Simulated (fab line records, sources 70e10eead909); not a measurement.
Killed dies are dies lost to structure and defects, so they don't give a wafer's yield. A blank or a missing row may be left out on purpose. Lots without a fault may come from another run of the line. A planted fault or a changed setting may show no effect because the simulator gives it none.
One fault seen from 2 desks | flow nand_harc | each desk has only its own numbers; what lay behind them comes last

THE TOOL OWNER'S DESK: rie_diel-10
The tool's own readings at NHARC_P_BONDPAD_ETCH_12 (etches the open film in CHF3/O2, target depth 200 nm, time 100 s): means of the sampled wafers that have a number, for each lot that ran on this tool. A lot is out of limits, marked OUT, if its mean lies more than 4 standard deviations from the usual mean; the brackets give that distance.
Columns: A = drypump_motor_current_A at NHARC_P_BONDPAD_ETCH_12, usual 5.6 A; B = oes_product_au at NHARC_P_BONDPAD_ETCH_12, usual 0.948 a.u.; C = rf_vpp_V at NHARC_P_BONDPAD_ETCH_12, usual 371.0 V; D = run_length_s at NHARC_P_BONDPAD_ETCH_12, usual 121.4 s; E = showerhead_plenum_p_Torr at NHARC_P_BONDPAD_ETCH_12, usual 2.42 Torr; F = throttle_valve_pct at NHARC_P_BONDPAD_ETCH_12, usual 20.574 %
lot  | first seen here | A   | B     | C     | D                | E    | F
L933 | day 9 09:19     | 6.1 | 0.972 | 371.0 | 118.1 (-8.8) OUT | 2.41 | 20.572
L934 | day 9 15:28     | 5.6 | 0.952 | 371.9 | 119.4 (-5.2) OUT | 2.48 | 20.580
L942 | day 12 21:29    | 5.3 | 0.926 | 371.3 | 121.2            | 2.44 | 20.569
L944 | day 13 22:03    | 5.6 | 0.929 | 371.9 | 121.4            | 2.47 | 20.572
L943 | day 13 23:05    | 5.2 | 0.973 | 371.5 | 121.8            | 2.46 | 20.576
L946 | day 14 11:37    | 5.3 | 0.966 | 370.2 | 121.5            | 2.40 | 20.577
L948 | day 15 15:38    | 5.3 | 0.936 | 372.5 | 121.4            | 2.43 | 20.573
L949 | day 15 20:06    | 5.6 | 0.928 | 372.3 | 121.5            | 2.47 | 20.584
This desk's finding: out of limits on L933, L934; first on L933, day 9 09:19 (run_length_s at NHARC_P_BONDPAD_ETCH_12). In limits: L942, L944, L943, L946, L948, L949.

THE METROLOGY DESK
What the gauges read, lot by lot, whatever tool the lot ran on: means of the sampled wafers that have a number. A lot is out of limits, marked OUT, if its mean lies more than 4 standard deviations from the usual mean; the brackets give that distance.
Columns: A = cd_nm at NHARC_P_BONDPAD_CD_MEAS_09, usual 499.3 nm
lot  | first seen here | A
L927 | day 6 13:13     | 498.7
L928 | day 7 00:17     | 502.1
L929 | day 7 09:17     | 500.3
L933 | day 9 08:56     | 498.6
L934 | day 9 15:01     | 500.0
L937 | day 10 19:04    | 499.0
L942 | day 12 21:05    | 500.1
L944 | day 13 21:40    | 497.6
L943 | day 13 22:42    | 497.8
L946 | day 14 11:11    | 497.1
L945 | day 14 11:29    | 501.0
L948 | day 15 15:15    | 500.5
L949 | day 15 19:42    | 499.4
L950 | day 15 20:53    | 498.3
This desk's finding: nothing out of limits on any of the 14 lots.

PUT TOGETHER
The tool owner's desk could have raised an alarm at day 9 09:19, on L933, L934.
The metrology desk saw nothing out of limits.
The metrology desk has L933, L934 on record, within its limits.
Of the lots named, all ran NHARC_P_BONDPAD_ETCH_12 on rie_diel-10.

WHAT THE SIMULATOR HAD PUT IN
Process parameter drift: rie_diel-10, from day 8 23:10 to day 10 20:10, at NHARC_P_BONDPAD_ETCH_12. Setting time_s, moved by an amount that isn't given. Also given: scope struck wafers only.
Lots struck among those shown: L933, L934.
Hours from the fault's start to each desk's first reading out of limits: the tool owner's desk, 10.
